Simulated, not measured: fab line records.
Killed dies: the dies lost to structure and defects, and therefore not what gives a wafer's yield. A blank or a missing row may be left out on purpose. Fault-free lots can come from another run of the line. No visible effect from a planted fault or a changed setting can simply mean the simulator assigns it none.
Struck lot and sound lot, side by side + flow n5-finfet + 15 steps out of a route of 1938
Sound: these wafers, L430.1, L430.2, L430.3. Struck: wafer L440.6 (left out: L440.2, L440.3 of the same lot, which were not struck); the cause appears at the end.
Each step with rows lists, per side, the tool, then ch with its chambers, then its first start. Under that, the readings that differ: sound wafers + struck wafers + difference of the means + sigmas: that difference in standard deviations of wafers without a fault.
alike: a reading whose means differ by less than 2 such deviations, as well as words and numbers matching on both sides. not compared: withheld readings; readings where some wafer has no value; bounds like >300 that might hide an equal value; numbers whose values overlap and for which the record gives no deviation.
A row with sigmas, a row that says differs or no value, or rows on one side alone: a step with any of these is where the two part. Non-overlapping numbers with no deviation appear without sigmas and do not part them. A reading that every wafer of one side lacks parts them only if that side has two wafers or more.

N5_BEOL_M10_STRIP_77: strips in N2/H2, time 10 s.
  sound: rie-diel-04 ch 0,2,3; struck: rie-diel-03 ch 3
  alike: drypump-motor-current-A, oes-product-au, rf-vpp-V, showerhead-plenum-p-Torr, throttle-valve-pct
  not compared: rf-hours-counter-h
N5_BEOL_M10_OCD_MEAS_38:
  sound on ocd-02 at day 11 05:41; struck on ocd-02 at day 13 22:24
  alike: trench-depth-nm
then, 4 steps without rows for these wafers: N5_BEOL_M10_HM_STRIP_39 (strips TiN in peroxide tin strip, target depth 25 nm, time 158 s); N5_BEOL_M10_SRD_40 (time 30 s); N5_BEOL_M10_PRECLEAN_42 (cleans in residue remover, time 60 s); N5_BEOL_M10_SRD_43 (time 30 s).
N5_BEOL_M10_CD_MEAS_35: target cd 70 nm.
  sound on cd-sem-02 at day 11 05:56; struck on cd-sem-02 at day 13 22:33
  alike: cd-nm
then, 1 step without rows for these wafers: N5_BEOL_M10_CURE_72 (cures SiCOH lowk, time 120 s).
N5_BEOL_M10_DEGAS_44: time 60 s.
  sound on pvd-sputter-03 at day 11 06:17; struck on pvd-sputter-03 at day 13 23:53
  alike: heater-power-w
N5_BEOL_M10_PRE_CLEAN_45: time 30 s.
  sound on pvd-sputter-03 at day 11 06:20; struck on pvd-sputter-03 at day 13 23:56
  alike: heater-power-w
N5_BEOL_M10_ALD_74: deposits TaN, target thk 2 nm, pulse time 2 s, purge time 3 s.
  sound on ald-metal-04 ch 0,2,3, day 11 06:23; struck on ald-metal-04 ch 2, day 13 23:59
  alike: heater-power-w, precursor-vessel-pressure-torr, precursor-vessel-temp-c
then, 1 step without rows for these wafers: N5_BEOL_M10_SURFACE_TREAT_76.
N5_BEOL_M10_CVD_75: deposits Co from CCTBA/H2, target thk 2 nm, time 138.9 s.
  sound on cvd-co-02 ch 0,1,2, day 11 06:45; struck on cvd-co-01 ch 1, day 14 01:20
| reading          | sound             | struck | difference | sigmas |
|------------------|-------------------|--------|------------|--------|
| run-length-s (s) | 161.7 161.4 162.5 | 159.0  | -2.9       | -5     |
N5_BEOL_M10_SPUTTER_48: material Cu, target thk 12 nm, time 2 s.
  sound on pvd-sputter-01 at day 11 06:52; struck on pvd-sputter-02 at day 14 01:28
  alike: chamber-pressure-pa, throttle-valve-pct
-- here the record skips 2 days between the struck wafers' starts before and after, leaving off in module BEOL_M10 and picking up in module PASSIVATION (first step shown: number 1936 of the route) --
N5_PASSIVATION_PROBE_49:
  sound on prober-01 at day 13 09:55; struck on prober-02 at day 16 10:17
| reading                 | sound       | struck | difference | sigmas |
|-------------------------|-------------|--------|------------|--------|
| killed-at-front-end     | 29 38 22    | 59     | +29        | +2     |
| sort_bin_5_function (%) | 3.3 4.2 3.7 | 6.0    | +2.3       | +2     |
  alike: defect-limited-yield, killed_at_M0_to_M3, killed_at_M4_up, killed-at-contacts, killed-at-other, killed-dies, killed-open, killed-short, sort_bin_6_memory, sort-n-pass, sort-yield-pct

== WHERE THEY PART ==
Last at N5_PASSIVATION_PROBE_49 as far as this record goes, first at N5_BEOL_M10_CVD_75.

WHY: what the simulator had put in
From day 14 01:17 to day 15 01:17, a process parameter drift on cvd-co-01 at N5_BEOL_M10_CVD_75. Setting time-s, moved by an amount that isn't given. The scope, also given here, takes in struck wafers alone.
